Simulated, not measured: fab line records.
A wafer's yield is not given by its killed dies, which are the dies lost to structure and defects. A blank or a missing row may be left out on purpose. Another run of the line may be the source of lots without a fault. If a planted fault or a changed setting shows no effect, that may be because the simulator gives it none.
Matching of chambers    flow n5_finfet    4 sister chambers for N5_HKMG_FIN_ALD_74 on ald_hk-02
The step deposits La2O3, target thk 0.5 nm, pulse time 6 s, co reactant pulse time 1 s. 8 wafers are shown with their chamber, then 12 later ones without.

WAFERS PAIRED WITH THEIR CHAMBERS
wafer   chamber  heater_power_w (W)  precursor_pulse_height_rel
L078.1  2        282                 0.993
L078.3  1        418                 0.996
L083.1  3        354                 0.989
L083.2  2        282                 1.002
L083.3  0        380                 1.002
L083.4  1        419                 1.005
L083.5  3        359                 0.990
L083.6  0        377                 0.996

WAFERS MISSING THEIR CHAMBER
wafer   heater_power_w (W)  precursor_pulse_height_rel
L086.3  383                 0.997
L086.5  409                 0.965
L086.6  380                 0.979
L087.2  416                 0.979
L087.4  378                 0.979
L087.5  342                 1.000
L088.2  413                 1.008
L088.3  353                 1.031
L088.6  351                 1.039
L094.3  405                 0.982
L094.4  342                 1.037
L094.6  352                 0.985

EACH ONE'S CHAMBER
wafer   from the rows above  in truth
L086.3  0                    0
L086.5  1                    1
L086.6  0                    0
L087.2  1                    1
L087.4  0                    0
L087.5  3                    3
L088.2  1                    1
L088.3  3                    3
L088.6  3                    3
L094.3  1                    1
L094.4  3                    3
L094.6  3                    3
Placed correctly: 12 of 12. Left unplaced by these rows: 0. Placed wrongly: 0.
How it was worked out, from the rows above alone: a wafer's distance from a chamber is the root of the sum, over the readings, of the square of ((its reading less the chamber's mean) divided by the reading's scatter). If the next closest chamber is less than 2 further off than the closest, the wafer can't be placed; otherwise it belongs to the closest. Each chamber's mean is taken over the wafers shown for it. The scatter is the square root of a quotient: the sum, over the shown wafers, of each reading's squared deviation from its chamber's mean, divided by wafers minus chambers.
